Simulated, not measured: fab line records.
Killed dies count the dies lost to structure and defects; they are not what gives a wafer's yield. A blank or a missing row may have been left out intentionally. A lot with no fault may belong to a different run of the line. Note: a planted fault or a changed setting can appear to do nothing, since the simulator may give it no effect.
8D (eight disciplines) problem report, filled in by code    flow nandHarc    the parts of the form that need people (team, actions taken, sign-off) are left out

== 1. PROBLEM STATEMENT ==
rawDefectCount at NHARC_P_GATE_INSPECT_68 reads a mean of 576 on 2 wafers of 2 lots; wafers without a fault read 197 with a standard deviation of 68. That puts it +5.6 standard deviations away from the usual mean.
First seen on wafer L572.5, day 9 00:28, on defectInspect-02. Wafers with a number at this step in the record: 33, from 11 lots. By rule, "out" or "out of limits" means more than 4 standard deviations away from the usual mean. The other wafers with a number count as sound.

== 2. WHAT IT IS, AND WHAT IT ISN'T ==
question                     is                is not
which readings at this step  rawDefectCount    -
which lots                   L572, L573        L565, L568, L571, L580, L583, L584, L585, L586, L588
which wafers of those lots   L572.5, L573.4    L572.1, L572.2, L573.1, L573.5
read on which gauges         defectInspect-02  defectInspect-01
when                         from day 9 00:28  up to then (11 sound wafers); but 20 sound wafers of L573, L580, L583, L584, L585, L586, L588 came after

== 3. SUSPECTS, AND WHAT RULES EACH OUT ==
Counting: a tool at a process step up to the reading stays a suspect if it ran every lot that is out. Sound lots after the first of them don't rule it out here, since some wafers of a struck lot are sound.
- the gauge at NHARC_P_GATE_INSPECT_68 has been ruled out. All the wafers that are out were read on defectInspect-02, but those of them that NHARC_END_SORT_01 has rows for are out there too, on other tools.
- rieDiel-07 at NHARC_P_GATE_ETCHBACK_37 (etches the open film in CHF3/O2, target depth 34.5 nm, time 17.2 s): kept. It ran every lot that is out, first L572 (day 8 16:59).
- plasmaAsher-02 at NHARC_P_GATE_STRIP_111 (strips in N2/H2, time 250 s): kept. It processed each lot that is out (first: L572, day 8 18:24); up to then, its last sound lot is L571 (day 8 10:35).
- rtpAnneal-01 at NHARC_P_GATE_RTA_64 (time 1 s): kept. It processed each lot that is out (first: L572, day 8 23:13); up to then, its last sound lot is L571 (day 8 15:16).
- Within rieDiel-07 at NHARC_P_GATE_ETCHBACK_37: the wafers that are out ran in chamber 0; their sound lot-mates ran in chambers 1, 2, 3.
After the count, these remain: rieDiel-07 at NHARC_P_GATE_ETCHBACK_37, plasmaAsher-02 at NHARC_P_GATE_STRIP_111 and rtpAnneal-01 at NHARC_P_GATE_RTA_64.

== 4. THE CAUSE (what the simulator had put in) ==
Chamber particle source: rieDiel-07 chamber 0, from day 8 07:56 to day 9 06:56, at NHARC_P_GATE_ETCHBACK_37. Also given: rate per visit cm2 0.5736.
Counting left 3 suspects, and this tool is among them.

== 5. SEQUENCE OF EFFECTS, ordered by route ==
Each row: a reading whose mean over the struck wafers that have a number lies more than 3 standard deviations from the usual. Only readings whose record carries a usual standard deviation are examined. hours: median over the lots of the time between each lot's start at the first step of this table that gives one and its start at this step. sigmas: the change, counted in usual standard deviations.
hours  step                     reading            usual  on struck wafers  change  sigmas
0      NHARC_P_GATE_INSPECT_68  rawDefectCount     197    576               +380    +5.6
465    NHARC_END_SORT_01        killedAtPeriphery  3.8    80.5              +76.7   +31

== 6. WHAT WOULD HAVE CAUGHT IT SOONER ==
Counted from the fault's start at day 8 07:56, it took 17 hours until the first out-of-limits reading at a measuring or inspecting step in this record, taken at day 9 00:28.
An alarm limit of 4 standard deviations would not have fired on the tool readings at NHARC_P_GATE_ETCHBACK_37 for which the record gives a usual standard deviation, since none of them was out on any struck wafer.
By day 9 00:28, every lot that is out (2) had started NHARC_P_GATE_ETCHBACK_37 on rieDiel-07. Holding the tool at that point would not have protected any of them.
